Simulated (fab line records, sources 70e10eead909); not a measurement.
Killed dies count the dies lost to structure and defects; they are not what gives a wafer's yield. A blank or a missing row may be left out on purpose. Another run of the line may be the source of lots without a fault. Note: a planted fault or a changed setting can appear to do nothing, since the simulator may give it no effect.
fab line records	flow nand_harc
record: lots: 5	wafers: 13	last_day: 24
route steps=1159 shown P_CONTACT@233 P_M0@253 END@1159
lots that met no fault: taken from a fault-free run of the same line
start_h: hours from the record's opening day to when the first of the lot's shown wafers began	wait_h: hours elapsed since this lot's preceding step	" same as the row above	L1.1+2: several wafers, shown together as one row	- no value, or no start was given	* or withheld: withheld	< > ~ a bound
route shown NAME@n: NAME is a module with steps in the file, n the number in the route of the first one	usual: the fault-free wafers' mean and standard deviation	same: alike in all rows	chamber/n: place in a boat	sites: readings site by site	_std_site: standard deviation across them	_edge_site: outer sites' mean less inner sites'	radius_mm: for every site, how far away it sits from the centre of the wafer	mask NAME#n: copy n	behind: the most recent tool/chamber to have shaped the wafer	hold: cause of the lot's hold/its duration in hours/its outcome	device: the transistor (n, p or np) that didn't switch	end of line: at the end of the route, the tests of the same wafers	a step with no rows: only its recipe	killed: at the first sort, the dies lost to defects and structure; wafer yield is something else	map: the dies of a wafer, with x for killed, . for not killed, _ for no die there
set.NAME: setting as actually run; set.NAME@STEP: the setting as run at that earlier step	model.NAME: the simulator's own value behind a step, which no gauge read
lots seen at some steps along the route; tables by step, rows by wafer
services: when a tool's chamber went out of use (start_h, in hours from the record's first day, below 0 if earlier), for how many hours, and the reason
== steps ==
step: NHARC_P_CONTACT_OVL_MEAS_13
usual: overlay_x_nm: -0.2/0.77	overlay_y_nm: -0.1/0.83
lot.wafer	tool	chamber	start_h	wait_h	overlay_x_nm	overlay_y_nm
L730.1	overlay-01	-	115.46	-	-0.1	-1.4
L730.5	"	-	"	"	0.1	-1.6
L730.6	"	-	"	"	0.2	-1.2
L733.1	overlay-02	-	137.99	-	0.0	-0.1
L733.2	"	-	"	"	0.3	0.2
L733.4	"	-	"	"	-0.1	-0.2
L734.3	overlay-01	-	138.49	-	-0.2	0.6
L734.4	"	-	"	"	0.6	0.6
L734.6	"	-	"	"	0.5	0.8
L740.4	overlay-02	-	184.44	-	-1.0	0.1
L740.5	"	-	"	"	-0.6	0.8
L740.6	"	-	"	"	-0.7	0.1
L745.6	overlay-02	-	210.11	-	-1.2	-0.2
step: NHARC_P_CONTACT_INSPECT_14
usual: raw_defect_count: 3.3/2
lot.wafer	tool	chamber	start_h	wait_h	raw_defect_count
L730.1	defect_inspect-01	-	115.50	0.0	0
L730.5	"	-	"	"	1
L730.6	"	-	"	"	3
L733.1	defect_inspect-02	-	138.03	0.0	4
L733.2	"	-	"	"	4
L733.4	"	-	"	"	5
L734.3	defect_inspect-01	-	138.53	0.0	5
L734.4	"	-	"	"	3
L734.6	"	-	"	"	4
L740.4	defect_inspect-01	-	184.48	0.0	2
L740.5	"	-	"	"	3
L740.6	"	-	"	"	4
L745.6	defect_inspect-01	-	210.15	0.0	3
step: NHARC_P_CONTACT_DESCUM_17
recipe: time_s: 3	o2_flow_sccm: 200	ar_flow_sccm: 0	bias_power_w: 0	chemistry: O2
usual: drypump_motor_current_A: 5.6/0.48	oes_product_au: 0.999/0.012	rf_vpp_V: 57.8/0.9	showerhead_plenum_p_Torr: 1.92/0.091	throttle_valve_pct: 11.311/0.0094
lot.wafer	tool	chamber	start_h	wait_h	drypump_motor_current_A	oes_product_au	rf_hours_counter_h	rf_vpp_V	showerhead_plenum_p_Torr	throttle_valve_pct
L730.1	rie_diel-07	2	115.57	0.1	5.8	0.997	4	60.4	1.90	11.299
L730.6	"	0	"	"	6.2	1.010	-	57.0	1.81	11.319
L730.5	"	1	"	"	6.2	0.986	-	58.1	1.78	11.305
L733.1	rie_diel-07	2	138.10	0.1	5.8	0.996	7	56.8	1.90	11.311
L733.2	"	3	"	"	5.6	1.003	7	56.6	2.02	11.297
L733.4	"	0	"	"	6.2	1.005	8	57.8	1.81	11.320
L734.3	rie_diel-13	2	138.61	0.1	5.2	0.999	11	58.5	1.96	11.321
L734.4	"	3	"	"	5.5	0.988	-	57.5	1.88	11.307
L734.6	"	0	"	"	6.7	1.001	-	58.9	2.07	11.313
L740.4	rie_diel-03	0	184.54	0.1	5.6	1.015	12	56.9	1.89	11.327
L740.5	"	0	"	"	5.6	1.003	-	57.8	1.89	11.302
L740.6	"	1	"	"	5.5	0.991	-	57.6	1.89	11.310
L745.6	rie_diel-03	2	210.24	0.1	4.9	1.005	-	56.3	2.00	11.309
step: NHARC_P_CONTACT_ETCH_35
recipe: target_depth_a: 390	over_etch_frac: 0.3	time_s: 65	ion_energy_ev: 80	cf4_flow_sccm: 150	ar_flow_sccm: 0	rf_w: 300	bias_w: 100	chemistry: CF4
usual: drypump_motor_current_A: 5.6/0.51	oes_product_au: 0.998/0.013	rf_vpp_V: 151.5/1.2	showerhead_plenum_p_Torr: 1.78/0.082	throttle_valve_pct: 13.283/0.01
lot.wafer	tool	chamber	start_h	wait_h	drypump_motor_current_A	oes_product_au	rf_hours_counter_h	rf_vpp_V	showerhead_plenum_p_Torr	throttle_valve_pct
L730.1	rie_diel-07	2	115.66	0.1	5.8	0.994	4	150.7	1.76	13.306
L730.6	"	3	"	"	5.6	1.007	-	151.1	1.86	13.285
L730.5	"	0	"	"	6.2	1.013	-	150.7	1.68	13.286
L733.4	rie_diel-07	0	138.18	0.1	6.2	1.012	8	150.5	1.68	13.283
L733.1	"	1	"	"	6.2	0.993	8	149.0	1.65	13.284
L733.2	"	2	"	"	5.8	0.982	7	153.3	1.76	13.273
L734.3	rie_diel-13	0	138.76	0.1	6.6	1.017	14	151.7	1.90	13.287
L734.4	"	2	"	"	5.2	1.005	-	152.4	1.81	13.290
L734.6	"	3	"	"	5.4	0.982	-	151.3	1.74	13.300
L740.4	rie_diel-03	2	184.64	0.1	4.9	0.991	13	151.7	1.84	13.296
L740.6	"	3	"	"	4.8	0.979	-	153.9	1.89	13.279
L740.5	"	0	"	"	5.6	1.020	-	149.3	1.75	13.264
L745.6	rie_diel-03	3	210.34	0.1	4.8	0.975	-	152.6	1.89	13.265
step: NHARC_P_CONTACT_ETCH_36
recipe: target_depth_a: 2600	over_etch_frac: 0.25	time_s: 406.25	ion_energy_ev: 200	n2_flow_sccm: 150	h2_flow_sccm: 150	ar_flow_sccm: 0	rf_w: 400	bias_w: 150	chemistry: N2/H2
step: NHARC_P_CONTACT_ETCH_18
recipe: target_depth_a: 4810	time_s: 240.5	c4f8_flow_sccm: 20	o2_flow_sccm: 10	ar_flow_sccm: withheld	rf_w: 600	bias_w: 1500	chemistry: C4F8/O2/Ar
usual: oes_product_au: 0.959/0.019	rf_vpp_V: 979/6.5
lot.wafer	tool	chamber	start_h	wait_h	oes_product_au	rf_hours_counter_h	rf_vpp_V
L730.1	rie_diel-07	1	-	-	0.955	5	969
L730.5	"	0	"	"	0.960	-	971
L730.6	"	1	"	"	0.946	-	969
L733.2	rie_diel-07	1	-	-	0.930	8	969
L733.1	"	2	"	"	0.919	7	979
L733.4	"	0	"	"	0.954	8	972
L734.3	rie_diel-13	3	-	-	0.919	14	977
L734.4	"	2	"	"	0.933	13	980
L734.6	"	0	"	"	0.945	-	987
L740.4	rie_diel-03	3	-	-	0.957	12	987
L740.5	"	1	"	"	0.949	-	979
L740.6	"	2	"	"	0.972	-	982
L745.6	rie_diel-03	3	-	-	0.946	-	989
step: NHARC_P_CONTACT_STRIP_37
recipe: c4f8_flow_sccm: withheld	o2_flow_sccm: 8	ar_flow_sccm: withheld	bias_w: 0	chemistry: C4F8/O2/Ar
step: NHARC_P_CONTACT_ETCH_31
recipe: target_depth_a: 300	time_s: 85.7	ion_energy_ev: 120	over_etch_frac: 1	ch3f_flow_sccm: 50	o2_flow_sccm: 30	ar_flow_sccm: 200	rf_w: 500	bias_w: 100	chemistry: CH3F/O2
step: NHARC_P_CONTACT_CD_MEAS_19
usual: cd_nm: 90.5/2.5
lot.wafer	tool	chamber	start_h	wait_h	cd_nm
L730.1	cd_sem-03	-	116.43	-	88.1
L730.5	"	-	"	"	88.5
L730.6	"	-	"	"	91.3
L733.1	cd_sem-01	-	138.97	-	91.5
L733.2	"	-	"	"	92.6
L733.4	"	-	"	"	90.1
L734.3	cd_sem-02	-	141.84	-	88.0
L734.4	"	-	"	"	89.0
L734.6	"	-	"	"	90.2
L740.4	cd_sem-02	-	185.42	-	86.7
L740.5	"	-	"	"	88.4
L740.6	"	-	"	"	86.0
L745.6	cd_sem-03	-	211.23	-	89.2
step: NHARC_P_CONTACT_STRIP_28
recipe: o2_flow_sccm: 500	ar_flow_sccm: 0	bias_w: 0	chemistry: O2
step: NHARC_P_CONTACT_STRIP_29
recipe: time_s: 1200	temp_c: 72.5	chemistry: post_etch_residue_remover
step: NHARC_P_CONTACT_DEGAS_38
recipe: temp_c: 300	time_s: 60
step: NHARC_P_CONTACT_PRE_CLEAN_39
recipe: time_s: 19.5	bias_v: 250	gas: Ar
lot.wafer	tool	chamber	start_h	wait_h
L730.1+6+5	pvd_sputter-03	-	117.20	-
L733.2+4+1	pvd_sputter-02	-	139.75	-
L734.3+4+6	pvd_sputter-01	-	142.62	-
L740.4+6+5	pvd_sputter-01	-	186.20	-
L745.6	pvd_sputter-01	-	212.07	-
step: NHARC_P_CONTACT_PVD_32
recipe: target_thk_a: 50	chamber_pressure_pa: 5	power_w: 5000	substrate_temp_c: 200	time_s: 17.7	material: Ti
usual: throttle_valve_pct: 29.6/0.85
lot.wafer	tool	chamber	start_h	wait_h	throttle_valve_pct
L730.1	pvd_sputter-03	-	-	-	29.5
L730.5	"	-	"	"	29.8
L730.6	"	-	"	"	30.1
L733.1	pvd_sputter-02	-	-	-	30.7
L733.2	"	-	"	"	27.8
L733.4	"	-	"	"	30.3
L734.4	pvd_sputter-01	-	-	-	29.9
L734.3	"	-	"	"	28.6
L734.6	"	-	"	"	30.0
L740.4	pvd_sputter-01	-	-	-	29.4
L740.6	"	-	"	"	30.6
L740.5	"	-	"	"	29.2
L745.6	pvd_sputter-01	-	-	-	28.0
step: NHARC_P_CONTACT_ALD_22
recipe: target_thk_a: 30	pulse_time_s: 1	ald_cycles: 150	temp_c: 450	material: TiN
step: NHARC_P_CONTACT_CVD_23
recipe: target_thk_a: 2000	temp_c: 300	pressure_torr: 40	wf6_flow_sccm: 40	h2_flow_sccm: 1600	ar_flow_sccm: 1560	time_s: 557	material: W
usual: heater_power_w: 497/46	mfc_h2_sccm: 1601/4.9	throttle_valve_pct: 8.0/0.48
lot.wafer	tool	chamber	start_h	wait_h	heater_power_w	mfc_h2_sccm	throttle_valve_pct
L730.1	cvd_w-02	1	-	-	493	1599	7.6
L730.5	"	0	"	"	581	1597	7.8
L730.6	"	1	"	"	509	1597	7.6
L733.2	cvd_w-01	1	-	-	477	1605	8.6
L733.1	"	0	"	"	446	1603	8.2
L733.4	"	1	"	"	457	1607	8.3
L734.4	cvd_w-01	0	-	-	459	1594	8.2
L734.3	"	1	"	"	457	1590	8.8
L734.6	"	1	"	"	457	1594	8.6
L740.4	cvd_w-02	0	-	-	581	1608	7.7
L740.5	"	1	"	"	483	1607	7.3
L740.6	"	0	"	"	573	1603	7.8
L745.6	cvd_w-01	0	-	-	452	1590	8.4
step: NHARC_P_CONTACT_CMP_24
recipe: t_overpolish_s: 30	target_thk_nm: 200
step: NHARC_P_CONTACT_SRD_26
step: NHARC_P_M0_DEP_00
recipe: target_thk_a: 1500	target_thk_nm: 150	temp_c: withheld	pressure_torr: 5	flow_sccm: 200	rf_w: 600	material: SiOC
step: NHARC_P_M0_DEHYDRATE_01
recipe: temp_c: 150	time_s: 120
step: NHARC_P_M0_HMDS_02
recipe: time_s: 30
step: NHARC_P_M0_COAT_33
recipe: temp_c: 200	time_s: 65
step: NHARC_P_M0_COAT_03
recipe: spin_rpm: 1500	resist_thk_nm: 90
step: NHARC_P_M0_SOFTBAKE_04
recipe: temp_c: 105	time_s: 55
step: NHARC_P_M0_EBR_05
step: NHARC_P_M0_EXPOSE_06
recipe: na: 1.35	target_cd_nm: 90	dose_mj: 81.28	mask_id: P_M0
step: NHARC_P_M0_PEB_07
recipe: peb_temp_c: 100	peb_time_s: 65
step: NHARC_P_M0_DEVELOP_08
recipe: develop_time_s: 35	dev_temp_c: 23
step: NHARC_P_M0_CD_MEAS_09
recipe: target_cd_nm: 90	landing_energy_ev: 500
usual: cd_nm: 90.2/0.81
lot.wafer	tool	chamber	start_h	wait_h	cd_nm
L730.1	cd_sem-02	0	124.10	-	89.9
L730.5	"	0	"	"	90.6
L730.6	"	0	"	"	88.8
L733.1	cd_sem-02	0	141.98	-	91.2
L733.2	"	0	"	"	89.5
L733.4	"	0	"	"	91.3
L734.3	cd_sem-03	0	150.24	-	89.0
L734.4	"	0	"	"	90.0
L734.6	"	0	"	"	90.5
L740.4	cd_sem-01	0	188.53	-	89.9
L740.5	"	0	"	"	90.4
L740.6	"	0	"	"	90.7
L745.6	cd_sem-01	0	215.01	-	90.0
step: NHARC_P_M0_OVL_MEAS_10
recipe: pitch_nm: 180
usual: overlay_x_nm: -0.1/0.72	overlay_y_nm: -0.3/0.87
lot.wafer	tool	chamber	start_h	wait_h	overlay_x_nm	overlay_y_nm
L730.1	overlay-01	-	124.19	-	0.1	0.0
L730.5	"	-	"	"	0.3	-0.6
L730.6	"	-	"	"	-0.3	-0.4
L733.1	overlay-01	-	142.07	-	-0.7	-0.6
L733.2	"	-	"	"	0.1	-1.4
L733.4	"	-	"	"	0.3	-0.7
L734.3	overlay-02	-	150.33	-	-0.6	0.1
L734.4	"	-	"	"	-1.4	0.0
L734.6	"	-	"	"	-1.5	-0.2
L740.4	overlay-01	-	188.61	-	-0.7	0.4
L740.5	"	-	"	"	0.0	1.0
L740.6	"	-	"	"	-0.4	0.6
L745.6	overlay-01	-	215.09	-	-1.8	-1.0
step: NHARC_END_SORT_01
recipe: temp_c: 25
usual: killed_at_array: 27/9.9	killed_at_other: 0.5/0.76	killed_at_periphery: 3.4/2.2	killed_dies: 31/10	killed_open: 3.3/2	killed_short: 2.0/1.5
same: gross_dies: 677
lot.wafer	tool	chamber	start_h	wait_h	killed_at_array	killed_at_other	killed_at_periphery	killed_dies	killed_open	killed_short
L745.6	prober-01	0	571.59	4.1	33	1	13	47	5	3
killed by level:class
L745.6 A_CHANNEL_HOLE_D1:chamber_film_flake=21 P_CONTACT:unspecified=6 A_CONTACT:chamber_film_flake=5 P_BONDPAD:chamber_film_flake=3 P_M0:geometric_particle:open=2 A_WL_FILL:geometric_particle:short=2 A_STAIRCASE:geometric_particle:open=1 A_WL_FILL:geometric_particle:open=1
map L745.6 (x killed, . not)
____________.____________
_________......._________
_______..........._______
______.............______
_____...x...x......._____
____.................____
____.................____
___...................___
___.............x.....___
__.....................__
__.....................__
_......................x_
_......................._
_.................x....._
_......................._
_.........x......x.x...x_
................x.xx..x..
.........................
..x................x.....
..................x....x.
........x................
_........x.............._
_.....x................._
_......x.xx......x......_
_....x..x.xx.xx........._
_........xxx..x.x......._
__.....xxxxx...........__
__.....................__
___.....x..x..........___
___.......x...........___
____.....x.....x.....____
____.................____
_____............x.._____
______.............______
_______......x...._______
_________......._________
____________.____________
map L734.6 (x killed, . not)
____________.____________
_________......._________
_______..........x_______
______.............______
_____..............._____
____...xx............____
____................x____
___...................___
___...................___
__....................x__
__.....................__
_...............x......._
_......................._
_....x.................._
_.................x....._
_......................._
.........................
.........................
...........x........x....
..........x....x.........
......xx..x..............
_.......x.x.x..........._
_.........x............._
_..x.....x.............._
_......x..x.x..........._
_......x..x............._
__.........x...........__
__..x..........x.......__
___...................___
___..x................___
____.................____
____.................____
_____..............._____
______.............______
_______..........._______
_________......._________
____________.____________
== services ==
tool	chamber	start_h	hours	kind
rie_diel-13	-	99.27	9.0	pm
pvd_sputter-03	-	102.00	10.0	pm
rie_diel-07	0	109.25	-	clean
rie_diel-07	1	109.25	-	clean
rie_diel-07	2	109.25	-	clean
rie_diel-07	3	109.25	-	clean
cvd_w-01	-	116.21	13.0	pm
pvd_sputter-03	-	117.59	1.5	repair
rie_diel-07	2	126.09	3.7	repair
rie_diel-07	0	133.75	-	clean
rie_diel-07	1	133.75	-	clean
rie_diel-07	2	133.75	-	clean
rie_diel-13	1	136.67	2.8	repair
cvd_w-02	-	142.23	0.7	repair
rie_diel-13	3	143.82	13.9	repair
pvd_sputter-03	-	155.92	2.0	repair
pvd_sputter-01	-	158.17	10.0	pm
rie_diel-03	0	175.42	5.3	repair
cvd_w-02	1	175.78	5.7	repair
rie_diel-07	-	187.58	0.8	repair
rie_diel-07	3	197.18	6.0	repair
cvd_w-02	-	197.78	13.0	pm
rie_diel-03	1	204.63	11.4	repair
rie_diel-13	0	209.33	2.1	repair
== key ==
first_sign: step: NHARC_END_SORT_01	reading: killed_at_periphery	direction: up	sigmas: 4.3	usual: 3.4	struck: 13
effect none on later readings
met_at NHARC_P_CONTACT_PRE_CLEAN_39
struck_wafers L745.6
tester_left_out L745
onset_between 142.62 212.07
also_fits time
fault: kind: chamber_particle_source	tool: pvd_sputter-01	chamber: -	onset_h: 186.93	steps: NHARC_P_CONTACT_PRE_CLEAN_39	rate_per_visit_cm2: 0.012059	end_h: 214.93	scope: struck_wafers_only
tester_left_out: of these lots the tester's yield and bins aren't shown, on N5 and GAA mostly nor the transistor test; their killed dies are dies lost to structure and defects alone, not to doping, threshold or leakage, so they don't give the yield
